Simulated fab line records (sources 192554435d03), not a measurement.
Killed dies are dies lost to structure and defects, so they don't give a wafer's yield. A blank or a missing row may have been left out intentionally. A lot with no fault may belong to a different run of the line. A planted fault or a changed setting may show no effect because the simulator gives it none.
Split-lot study ; flow n5-finfet ; 21 wafers read from 7 lots, route of 1938 steps

## SPLIT DETAILS
At N5_BEOL_M1_ETCH_64 (etches SOC in N2/H2, target depth 75 nm, overetch 15 nm, time 112.5 s), the setting source-w was moved away from the recipe's 840 W on 9 of the 21 wafers read, by -16.7% to +15.0%. All remaining wafers had this setting at the recipe value.

The split's own step is where the reading is taken.

## THE READING
rf-vpp-V, in V, at N5_BEOL_M1_ETCH_64 (etches SOC in N2/H2, target depth 75 nm, overetch 15 nm, time 112.5 s). Fault-free wafers of this fab line usually give 523.8 V, standard deviation 2.5 V.

wafer;tool, chamber at the split;source-w as run, W;against the recipe;rf-vpp-V, V;against lot-mates on the recipe
L074.3;rie-diel-01, 1;966.4;+15.0%;501.5;-23.1
L074.4;rie-diel-01, 0;966.4;+15.0%;500.8;-23.8
L074.6;rie-diel-01, 0;840;recipe;524.6;-
L075.2;rie-diel-03, 1;769.2;-8.4%;538.4;+13.4
L075.3;rie-diel-03, 3;840;recipe;525.5;-
L075.5;rie-diel-03, 1;840;recipe;524.5;-
L086.2;rie-diel-01, 2;840;recipe;524.4;-
L086.5;rie-diel-01, 2;913.2;+8.7%;508.5;-15.9
L086.6;rie-diel-01, 3;913.2;+8.7%;506.5;-17.9
L088.1;rie-diel-03, 2;699.9;-16.7%;553.1;+31.6
L088.3;rie-diel-03, 3;699.9;-16.7%;560.3;+38.8
L088.5;rie-diel-03, 2;840;recipe;521.5;-
L089.1;rie-diel-03, 2;840;recipe;520.4;-
L089.3;rie-diel-03, 3;920.4;+9.6%;511.2;-11.1
L089.4;rie-diel-03, 1;840;recipe;524.3;-
L092.1;rie-diel-03, 0;840;recipe;526.5;-
L092.4;rie-diel-03, 3;840;recipe;524.5;-
L092.6;rie-diel-03, 3;840;recipe;527.2;-
L097.1;rie-diel-04, 0;840;recipe;519.7;-
L097.3;rie-diel-04, 1;886.5;+5.5%;513.6;-7.1
L097.4;rie-diel-04, 3;840;recipe;521.7;-

THE FIT
A straight line over all 21 wafers: rf-vpp-V changes by -1.76 V for each +1% of source-w; r = -0.98; the points scatter about the line by 2.8 V.
The same after taking each lot's own level away (the mean of its wafers on the recipe; 21 wafers): -1.81 V for each +1%; r = -0.98; scatter 2.8 V.
On that fit, the largest move of source-w shifts the reading by 30 V.
Measured against the standard deviation above, the lots' own levels, which go from 520.70 to 526.07 V, span 2.1 times it.
Consequently the slope shifts little with the lot-to-lot level, the two slopes agreeing.
Check: with one of the wafers moved furthest among these (-16.7%) left out of the fit, the line predicts +31.2 V for it against its lot-mates. Against them it came out at +31.6 V.
Tool readings at the split's step, against how far the setting was moved: rf-vpp-V r = -0.98.

## OTHER SPLITS APPLIED TO THESE WAFERS
Before the reading, these wafers also passed through other splits. Each is held against what the fit with the lots' levels taken away leaves over:
other split on the same wafers;wafers away from the commonest value;r with rf-vpp-V (lot level and that fit taken away)
N5_GATE_CUT_COAT_27 spin-rpm;8;+0.05
N5_MOL_CONTACT_COAG_CONTACT_ETCH_14 source-w;4;+0.10
N5_MOL_CONTACT_COAG_EXPOSE_37 dose-mj;7;-0.05
N5_MOL_CONTACT_COAG_ETCH_67 source-w;11;-0.48
N5_BEOL_M0_SAQP_ILD_DEP_01 time-s;8;+0.64
N5_BEOL_M0_SAQP_PECVD_04 time-s;6;-0.14
N5_BEOL_M0_ETCH_138 bias-w;9;+0.36
N5_BEOL_M0_ETCH_109 bias-w;4;+0.02
N5_BEOL_M1_ETCH_74 bias-w;6;-0.13

## THE FILE'S OWN FIT
rf-vpp-V changes by -1.74 V for each +1% of source-w, r = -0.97.
